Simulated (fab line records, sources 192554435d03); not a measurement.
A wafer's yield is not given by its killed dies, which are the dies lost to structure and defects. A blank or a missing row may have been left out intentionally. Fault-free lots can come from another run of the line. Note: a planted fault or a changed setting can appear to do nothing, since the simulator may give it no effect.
Lot-split experiment -- flow n5 finfet -- on a route of 1938 steps: 7 lots, 39 wafers read

THE SPLIT ITSELF
At N5_BEOL_M4_ETCH_70 (etches SOC in N2/H2, target depth 80 nm, overetch 24 nm, time 130 s), the setting time s was moved away from the recipe's 130 s on 18 of the 39 wafers read, by -15.7% to +54.9%. This setting was run at the recipe's value on the other wafers.

The split's own step is where the reading is taken.

THE READING
SiARC_of_BEOL_M4_COAT_68.thk nm (the simulator's own value, which no gauge read), in nm, at N5_BEOL_M4_ETCH_70 (etches SOC in N2/H2, target depth 80 nm, overetch 24 nm, time 130 s). The file gives no usual value for it. Average 5.9 nm, standard deviation 0.2 nm, over the 21 wafers here run with the recipe.

wafer,"tool, chamber at the split","time s as run, s",against the recipe,"SiARC_of_BEOL_M4_COAT_68.thk nm, nm",against lot-mates on the recipe
L075.1,"rie diel-05, 2,0",130,recipe,5.8,-
L075.3,"rie diel-05, 2,0",130,recipe,5.8,-
L075.2,"rie diel-05, 3",130,recipe,6.2,-
L075.4,"rie diel-05, 1,1,0",166.9,+28.4%,4,-1.9
L075.5,"rie diel-05, 1,1,0",166.9,+28.4%,4,-1.9
L075.6,"rie diel-05, 1,1,0",166.9,+28.4%,4,-1.9
L076.2,"rie diel-05, 1,0",130,recipe,5.8,-
L076.3,"rie diel-05, 1,0",130,recipe,5.8,-
L076.5,"rie diel-05, 2",130,recipe,6,-
L077.1,"rie diel-03, 2",183.1,+40.8%,3,-2.9
L077.2,"rie diel-03, 3",183.1,+40.8%,3.4,-2.5
L077.3,"rie diel-03, 0",183.1,+40.8%,3.6,-2.3
L077.4,"rie diel-03, 1",130,recipe,5.8,-
L077.6,"rie diel-03, 1",130,recipe,5.8,-
L077.5,"rie diel-03, 0",130,recipe,6,-
L078.1,"rie diel-03, 0",201.4,+54.9%,2.8,-3.1
L078.2,"rie diel-03, 1",130,recipe,5.8,-
L078.3,"rie diel-03, 2",201.4,+54.9%,2,-3.9
L078.4,"rie diel-03, 3,0",130,recipe,6,-
L078.6,"rie diel-03, 3,0",130,recipe,6,-
L078.5,"rie diel-03, 3",201.4,+54.9%,2.6,-3.3
L086.1,"rie diel-03, 2",200.2,+54.0%,2.2,-3.7
L086.2,"rie diel-03, 0,3",130,recipe,6,-
L086.5,"rie diel-03, 0,3",130,recipe,6,-
L086.3,"rie diel-03, 1",130,recipe,5.8,-
L086.4,"rie diel-03, 3,0",200.2,+54.0%,2.8,-3.1
L086.6,"rie diel-03, 3,0",200.2,+54.0%,2.8,-3.1
L092.1,"rie diel-06, 0",159.9,+23.0%,4.4,-1.8
L092.2,"rie diel-06, 3,1",159.9,+23.0%,5,-1.2
L092.3,"rie diel-06, 3,1",159.9,+23.0%,5,-1.2
L092.4,"rie diel-06, 2",130,recipe,6,-
L092.5,"rie diel-06, 3",130,recipe,6.4,-
L092.6,"rie diel-06, 2",130,recipe,6.2,-
L094.1,"rie diel-03, 3",130,recipe,6.2,-
L094.2,"rie diel-03, 2",130,recipe,5.6,-
L094.4,"rie diel-03, 2",130,recipe,5.6,-
L094.3,"rie diel-03, 0",109.6,-15.7%,6.8,+1.0
L094.5,"rie diel-03, 3,0",109.6,-15.7%,7,+1.2
L094.6,"rie diel-03, 3,0",109.6,-15.7%,7,+1.2
Where a row lists several chambers, the file gives one row for several wafers and doesn't say which wafer went through which chamber.

FIT RESULTS
A straight line over all 39 wafers: SiARC_of_BEOL_M4_COAT_68.thk nm changes by -0.0627 nm for each +1% of time s; r = -0.99; the points scatter about the line by 0.25 nm.
The same after taking each lot's own level away (the mean of its wafers on the recipe; 39 wafers): -0.0634 nm for each +1%; r = -0.99; scatter 0.22 nm.
That fit puts the effect of the largest move of time s on the reading at 3.5 nm.
Across the lots, their own levels run from 5.80 to 6.20 nm, a range of 2.0 times the standard deviation given above.
So the lot-to-lot level changes the slope little: the two slopes agree.
Check: with one of the wafers moved furthest among these (+54.9%) left out of the fit, the line predicts -3.5 nm for it against its lot-mates. Against them it came out at -3.13 nm.

FURTHER SPLITS ON THESE WAFERS
Before the reading, these wafers also passed through other splits. Each is held against what the fit with the lots' levels taken away leaves over:
other split on the same wafers,wafers away from the commonest value,r with SiARC_of_BEOL_M4_COAT_68.thk nm (lot level and that fit taken away)
N5_FIN_SAQP_ETCH_65 time s,15,-0.10
N5_SD_EPI_N_ETCH_35 time s,15,+0.12
N5_HKMG_FIN_ALD_71 ald cycles,6,+0.30
N5_MOL_CONTACT_COAG_CVD_140 target thk a,18,+0.16
N5_BEOL_M4_ETCH_64 target depth a,15,+0.11

THE FILE'S OWN FIT
SiARC_of_BEOL_M4_COAT_68.thk nm changes by -0.063 nm for each +1% of time s, r = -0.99.
